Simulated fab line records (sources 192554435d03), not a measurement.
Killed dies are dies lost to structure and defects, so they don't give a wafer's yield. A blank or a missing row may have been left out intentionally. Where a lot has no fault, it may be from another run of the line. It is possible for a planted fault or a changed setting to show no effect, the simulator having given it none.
Matching of chambers || flow n5Finfet || N5_BEOL_M4_STRIP_19 on rieDiel-06 has 4 sister chambers
The step strips in O2. 22 wafers are shown with their chamber, then 11 later ones without.

## WAFERS, EACH WITH ITS CHAMBER
{"wafer": "L074.3", "chamber": 3, "drypumpMotorCurrentA (A)": 6.0, "throttleValvePct (%)": 17.18, "showerheadPlenumPTorr (Torr)": 2.09}
{"wafer": "L074.4", "chamber": 0, "drypumpMotorCurrentA (A)": 5.7, "throttleValvePct (%)": 16.30, "showerheadPlenumPTorr (Torr)": 2.00}
{"wafer": "L074.5", "chamber": 0, "drypumpMotorCurrentA (A)": 5.7, "throttleValvePct (%)": 16.30, "showerheadPlenumPTorr (Torr)": 2.00}
{"wafer": "L075.3", "chamber": 0, "drypumpMotorCurrentA (A)": 5.8, "throttleValvePct (%)": 16.31, "showerheadPlenumPTorr (Torr)": 2.00}
{"wafer": "L075.4", "chamber": 2, "drypumpMotorCurrentA (A)": 4.9, "throttleValvePct (%)": 16.78, "showerheadPlenumPTorr (Torr)": 2.13}
{"wafer": "L075.6", "chamber": 3, "drypumpMotorCurrentA (A)": 6.0, "throttleValvePct (%)": 17.18, "showerheadPlenumPTorr (Torr)": 2.09}
{"wafer": "L077.1", "chamber": 2, "drypumpMotorCurrentA (A)": 4.9, "throttleValvePct (%)": 16.76, "showerheadPlenumPTorr (Torr)": 2.13}
{"wafer": "L077.3", "chamber": 0, "drypumpMotorCurrentA (A)": 5.8, "throttleValvePct (%)": 16.32, "showerheadPlenumPTorr (Torr)": 2.00}
{"wafer": "L077.6", "chamber": 0, "drypumpMotorCurrentA (A)": 5.8, "throttleValvePct (%)": 16.30, "showerheadPlenumPTorr (Torr)": 2.00}
{"wafer": "L080.1", "chamber": 2, "drypumpMotorCurrentA (A)": 4.9, "throttleValvePct (%)": 16.78, "showerheadPlenumPTorr (Torr)": 2.13}
{"wafer": "L080.4", "chamber": 0, "drypumpMotorCurrentA (A)": 5.8, "throttleValvePct (%)": 16.31, "showerheadPlenumPTorr (Torr)": 2.00}
{"wafer": "L080.5", "chamber": 0, "drypumpMotorCurrentA (A)": 5.8, "throttleValvePct (%)": 16.31, "showerheadPlenumPTorr (Torr)": 2.00}
{"wafer": "L078.1", "chamber": 1, "drypumpMotorCurrentA (A)": 5.7, "throttleValvePct (%)": 16.85, "showerheadPlenumPTorr (Torr)": 2.06}
{"wafer": "L078.4", "chamber": 3, "drypumpMotorCurrentA (A)": 6.0, "throttleValvePct (%)": 17.19, "showerheadPlenumPTorr (Torr)": 2.09}
{"wafer": "L078.5", "chamber": 0, "drypumpMotorCurrentA (A)": 5.7, "throttleValvePct (%)": 16.31, "showerheadPlenumPTorr (Torr)": 2.00}
{"wafer": "L085.2", "chamber": 2, "drypumpMotorCurrentA (A)": 4.9, "throttleValvePct (%)": 16.81, "showerheadPlenumPTorr (Torr)": 2.12}
{"wafer": "L085.3", "chamber": 0, "drypumpMotorCurrentA (A)": 5.8, "throttleValvePct (%)": 16.35, "showerheadPlenumPTorr (Torr)": 2.00}
{"wafer": "L085.5", "chamber": 3, "drypumpMotorCurrentA (A)": 6.0, "throttleValvePct (%)": 17.22, "showerheadPlenumPTorr (Torr)": 2.09}
{"wafer": "L086.2", "chamber": 0, "drypumpMotorCurrentA (A)": 5.8, "throttleValvePct (%)": 16.36, "showerheadPlenumPTorr (Torr)": 2.00}
{"wafer": "L086.3", "chamber": 2, "drypumpMotorCurrentA (A)": 4.9, "throttleValvePct (%)": 16.79, "showerheadPlenumPTorr (Torr)": 2.12}
{"wafer": "L086.6", "chamber": 2, "drypumpMotorCurrentA (A)": 4.9, "throttleValvePct (%)": 16.79, "showerheadPlenumPTorr (Torr)": 2.12}
{"wafer": "L088.1", "chamber": 0, "drypumpMotorCurrentA (A)": 5.8, "throttleValvePct (%)": 16.34, "showerheadPlenumPTorr (Torr)": 1.99}

SIGNATURES, as means of the wafers listed above
{"reading": "drypumpMotorCurrentA", "chamber 0": 5.773, "chamber 1": 5.700, "chamber 2": 4.900, "chamber 3": 6.000, "scatter within a chamber": 0.0348}
{"reading": "throttleValvePct", "chamber 0": 16.3191, "chamber 1": 16.8500, "chamber 2": 16.7850, "chamber 3": 17.1925, "scatter within a chamber": 0.0196}
{"reading": "showerheadPlenumPTorr", "chamber 0": 1.9991, "chamber 1": 2.0600, "chamber 2": 2.1250, "chamber 3": 2.0900, "scatter within a chamber": 0.00366}
Rule: a wafer's distance from a chamber is the root of the sum, over the readings, of the square of ((its reading less the chamber's mean) divided by the reading's scatter). The wafer belongs to the nearest chamber; if the next one is less than 2 further off, it can't be placed. How the scatter is found: for the shown wafers, subtract from each reading the mean of its chamber, square and add these, divide the total by (wafers less chambers), then take the root.

## WAFERS MISSING THEIR CHAMBER
{"wafer": "L088.2", "drypumpMotorCurrentA (A)": 4.9, "throttleValvePct (%)": 16.81, "showerheadPlenumPTorr (Torr)": 2.12}
{"wafer": "L088.3", "drypumpMotorCurrentA (A)": 5.8, "throttleValvePct (%)": 16.87, "showerheadPlenumPTorr (Torr)": 2.05}
{"wafer": "L091.1", "drypumpMotorCurrentA (A)": 4.9, "throttleValvePct (%)": 16.82, "showerheadPlenumPTorr (Torr)": 2.12}
{"wafer": "L091.4", "drypumpMotorCurrentA (A)": 5.7, "throttleValvePct (%)": 16.90, "showerheadPlenumPTorr (Torr)": 2.05}
{"wafer": "L091.5", "drypumpMotorCurrentA (A)": 6.0, "throttleValvePct (%)": 16.70, "showerheadPlenumPTorr (Torr)": 2.09}
{"wafer": "L092.2", "drypumpMotorCurrentA (A)": 6.0, "throttleValvePct (%)": 16.72, "showerheadPlenumPTorr (Torr)": 2.08}
{"wafer": "L092.4", "drypumpMotorCurrentA (A)": 5.8, "throttleValvePct (%)": 16.38, "showerheadPlenumPTorr (Torr)": 1.99}
{"wafer": "L092.6", "drypumpMotorCurrentA (A)": 4.9, "throttleValvePct (%)": 16.84, "showerheadPlenumPTorr (Torr)": 2.12}
{"wafer": "L096.1", "drypumpMotorCurrentA (A)": 4.9, "throttleValvePct (%)": 16.87, "showerheadPlenumPTorr (Torr)": 2.11}
{"wafer": "L096.3", "drypumpMotorCurrentA (A)": 5.8, "throttleValvePct (%)": 16.39, "showerheadPlenumPTorr (Torr)": 1.99}
{"wafer": "L096.5", "drypumpMotorCurrentA (A)": 5.8, "throttleValvePct (%)": 16.39, "showerheadPlenumPTorr (Torr)": 1.99}

## WHICH CHAMBER EACH WENT THROUGH
{"wafer": "L088.2", "from the rows above": 2, "in truth": 2}
{"wafer": "L088.3", "from the rows above": 1, "in truth": 1}
{"wafer": "L091.1", "from the rows above": 2, "in truth": 2}
{"wafer": "L091.4", "from the rows above": 1, "in truth": 1}
{"wafer": "L091.5", "from the rows above": 1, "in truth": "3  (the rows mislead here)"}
{"wafer": "L092.2", "from the rows above": 1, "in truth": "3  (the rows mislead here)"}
{"wafer": "L092.4", "from the rows above": 0, "in truth": 0}
{"wafer": "L092.6", "from the rows above": 2, "in truth": 2}
{"wafer": "L096.1", "from the rows above": 2, "in truth": 2}
{"wafer": "L096.3", "from the rows above": 0, "in truth": 0}
{"wafer": "L096.5", "from the rows above": 0, "in truth": 0}
Correctly placed: 9 of 11. Not placeable from these rows: 0. Placed wrongly: 2.
